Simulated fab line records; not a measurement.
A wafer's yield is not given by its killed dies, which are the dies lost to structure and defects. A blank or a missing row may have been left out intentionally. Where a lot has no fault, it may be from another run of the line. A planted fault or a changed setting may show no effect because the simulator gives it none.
Matching of chambers + flow nandHarc + NHARC_A_DECK1_JOINT_DEP_16 on pecvd-02 has 3 sister chambers
The step deposits SiO2, target thk 45 nm. 3 wafers are shown with their chamber, then 7 later ones without.

## EACH WAFER AND ITS CHAMBER
| wafer  | chamber | heaterPowerW (W) |
|--------|---------|------------------|
| L956.2 | 1       | 602              |
| L964.5 | 2       | 688              |
| L966.4 | 0       | 424              |

## WAFERS MISSING THEIR CHAMBER
| wafer  | heaterPowerW (W) |
|--------|------------------|
| L966.6 | 661              |
| L969.2 | 669              |
| L969.3 | 600              |
| L969.6 | 661              |
| L971.4 | 693              |
| L971.5 | 437              |
| L971.6 | 656              |

## WHICH CHAMBER EACH WENT THROUGH
| wafer  | from the rows above     | in truth |
|--------|-------------------------|----------|
| L966.6 | can't be placed: 2 or 1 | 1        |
| L969.2 | 2                       | 2        |
| L969.3 | 1                       | 1        |
| L969.6 | can't be placed: 2 or 1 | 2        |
| L971.4 | 2                       | 2        |
| L971.5 | 0                       | 0        |
| L971.6 | can't be placed: 2 or 1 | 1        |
4 of 7 placed correctly. Unplaceable from these rows: 3, with the true chamber sitting among the candidates in 3. Number placed wrongly: 0.
How it was worked out, from the rows above alone: a wafer's distance from a chamber is the root of the sum, over the readings, of the square of ((its reading less the chamber's mean) divided by the reading's scatter). If the next closest chamber is less than 2 further off than the closest, the wafer can't be placed; otherwise it belongs to the closest. The mean given for a chamber averages the wafers shown for that chamber. The scatter: root of mean squared gap, hidden wafer to nearest shown wafer, with one shown wafer a chamber.
